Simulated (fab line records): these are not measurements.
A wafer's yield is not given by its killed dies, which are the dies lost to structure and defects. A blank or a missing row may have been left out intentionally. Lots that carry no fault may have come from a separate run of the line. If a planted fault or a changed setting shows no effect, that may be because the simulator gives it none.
A lot that was struck, set against a sound lot :: flow n5Finfet :: 37 steps out of a route of 1938
Sound: the wafers L521.1, L521.2, L521.3. Struck: wafers L517.1, L517.4, L517.6. The cause comes at the end.
At each step with rows: each side's tool, then ch and its chambers, then its first start. Under that, the readings that differ: sound wafers :: struck wafers :: difference of the means :: sigmas: that difference in standard deviations of wafers without a fault.
alike: readings whose means differ by less than 2 such deviations, and words and numbers that are the same on both sides. not compared: withheld readings, readings that some wafer has no value for, bounds like >300 that may hide the same value, and numbers for which the record gives no deviation and whose values overlap.
The two part at a step that has a row with sigmas, a row that says differs or no value, or rows on one side only. Numbers that don't overlap but have no deviation are shown without sigmas and don't part them. Lack of a reading on every wafer of one side parts them only where that side has two or more wafers.

first, 12 steps without rows for these wafers: N5_SD_EPI_P_STRIP_38 (strips in N2/H2); N5_SD_EPI_P_ETCHBACK_46 (etches SiNx in CH3F/O2, stops on SiO2, target depth 17.5 nm); N5_SD_EPI_P_ETCH_47 (etches SiOCN in CH3F/O2, target depth 25 nm); N5_SD_EPI_P_ETCH_16 (etches SiO2 in CHF3/O2, target depth 5 nm); N5_SD_EPI_P_STRIP_50 (strips in CHF3/O2); N5_SD_EPI_P_SD_RECESS_17 (chemistry HBr/Cl2/O2, target depth 39.1 nm, bt time 3 s); N5_SD_EPI_P_WET_ETCH_45 (etches SiO2 in dHF, time 10.7 s, target depth 2 nm, rinse time 30 s); N5_SD_EPI_P_STRIP_40 (strips in N2/H2); N5_SD_EPI_P_PRECLEAN_52 (cleans in O3/DIW, time 60 s); N5_SD_EPI_P_SRD_20 (time 30 s); N5_SD_EPI_P_PRECLEAN_51 (cleans in NF3:NH3, afs cycles 1, time 20 s, sublimation time 60 s); N5_SD_EPI_P_VAPOR_ETCH_44 (etches SiGe30 in NF3/Ar, time 3.3 s).
N5_SD_EPI_P_EPI_21: deposits SiGe:B, time 355 s.
  sound on epiRpcvd-03 ch 0, day 7 07:24; struck on epiRpcvd-04 ch 0, day 6 12:40
reading: chamberPressureTorr (Torr)
sound: 19.99 19.99 20.02
struck: 25.43 25.36 25.40
difference: +5.40
sigmas: +99 or more

reading: model.SiGe-B_of_SD_EPI_P_EPI_21.thkNm (nm)
sound: 60.2 59.6 59.6
struck: 67 68.2 66.8
difference: +8
sigmas: 
N5_SD_EPI_P_EPI_MEAS_23:
  sound on filmMetro-02, day 7 09:37; struck on filmMetro-01, day 6 14:51
reading: thkNm (nm)
sound: 60.7 60.2 59.0
struck: 65.7 69.6 67.6
difference: +7.7
sigmas: +6
then, 8 steps without rows for these wafers: N5_SD_EPI_P_HM_STRIP_48 (strips SiNx in H3PO4, material SiNx, target depth 3 nm); N5_SD_EPI_P_SRD_49 (time 30 s); N5_SD_EPI_P_PRECLEAN_24 (cleans in O3/DIW, time 45 s); N5_SD_EPI_P_PRECLEAN_32 (cleans in dHF, time 10 s); N5_SD_EPI_P_PRECLEAN_33 (cleans in SC2, time 45 s); N5_SD_EPI_P_SRD_25 (time 30 s); N5_SD_ACTIVATION_RTA_00 (time 0 s); N5_SD_ACTIVATION_LSA_01 (time 0.0008 s).
N5_SD_ACTIVATION_RS_MEAS_03: the measuring method here is four-point-probe.
  sound on filmMetro-02, day 7 10:19; struck on filmMetro-01, day 6 15:28
reading: RS_SD_P (ohm/sq)
sound: 56.8 58.2 57.7
struck: 48.0 47.2 48.3
difference: -9.7
sigmas: -9
  alike: RS_SD_N
then, 12 steps without rows for these wafers: N5_ILD0_LINER_00 (material SiNx, target thk 4 nm, pulse time 1 s, purge time 2 s); N5_ILD0_FCVD_FILL_01 (material SiO2 flowable, target thk 200 nm, time 328.3 s); N5_ILD0_CURE_02 (time 1800 s); N5_ILD0_CMP_03 (polishes, stops on SiNx, t overpolish 1.9 s, target thk 197.38 nm); N5_ILD0_CMP_07 (polishes SiO2 flowable, stops on poly-Si, t overpolish 1.18 s, target thk 138.88 nm); N5_ILD0_PRECLEAN_10 (cleans in NF3:NH3, afs cycles 5, time 20 s, sublimation time 60 s); N5_ILD0_ALD_15 (deposits SiNx, target thk 24 nm, pulse time 1 s, ald cycles 480); N5_ILD0_CMP_12 (polishes SiNx, stops on poly-Si, t overpolish 6 s, target thk 17.67 nm); N5_SDB_HM_DEP_00 (deposits SiNx from SiH4/NH3/N2, target thk 40 nm, time 35.3 s); N5_SDB_COAT_03 (time 60 s, resist thk 100 nm); N5_SDB_COAT_04 (time 60 s, resist thk 18 nm); N5_SDB_COAT_05 (resist thk 90 nm).
N5_MOL_CONTACT_COAG_ETCH_110: etches Si in CF4/O2, target depth 2.5 nm, time 8 s.
  sound on rieDiel-01 ch 0,1,2, day 8 16:27; struck on rieDiel-01 ch 0,1,2, day 7 20:49
reading: model.SiGe-B_of_SD_EPI_P_EPI_21.thkNm (nm)
sound: 57.4 56.8 56.8
struck: 63.8 65 63.6
difference: +7.1
sigmas: 
  alike: biasW, drypumpMotorCurrentA, oes_o_777_au, oesProductAu, rfVppV, showerheadPlenumPTorr, throttleValvePct
  not compared: rfHoursCounterH
-- the record jumps here: 5 days lie between the struck wafers' starts before and after (it left off in module MOL_CONTACT_COAG and takes up again in module BEOL_M4, whose first step shown is number 1111 of the route) --
N5_BEOL_M4_RC_MEAS_101:
  sound on prober-01 ch 0, day 13 20:19; struck on prober-01 ch 0, day 13 07:13
reading: RS_SD_P (ohm/sq)
sound: 66.7 66.9 67.4
struck: 57.1 56.4 57.4
difference: -10.0
sigmas: -8
  alike: DIBL_N, DIBL_P, IOFF_N, IOFF_P, ION_N, ION_P, REXT_P, SS_N, SS_P, VT_N, VT_P

== WHERE THEY PART ==
First at N5_SD_EPI_P_EPI_21; last, within this record, at N5_BEOL_M4_RC_MEAS_101.

WHY: what had been put in by the simulator
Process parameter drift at N5_SD_EPI_P_EPI_21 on epiRpcvd-04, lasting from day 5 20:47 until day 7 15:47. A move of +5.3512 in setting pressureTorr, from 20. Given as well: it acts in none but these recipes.
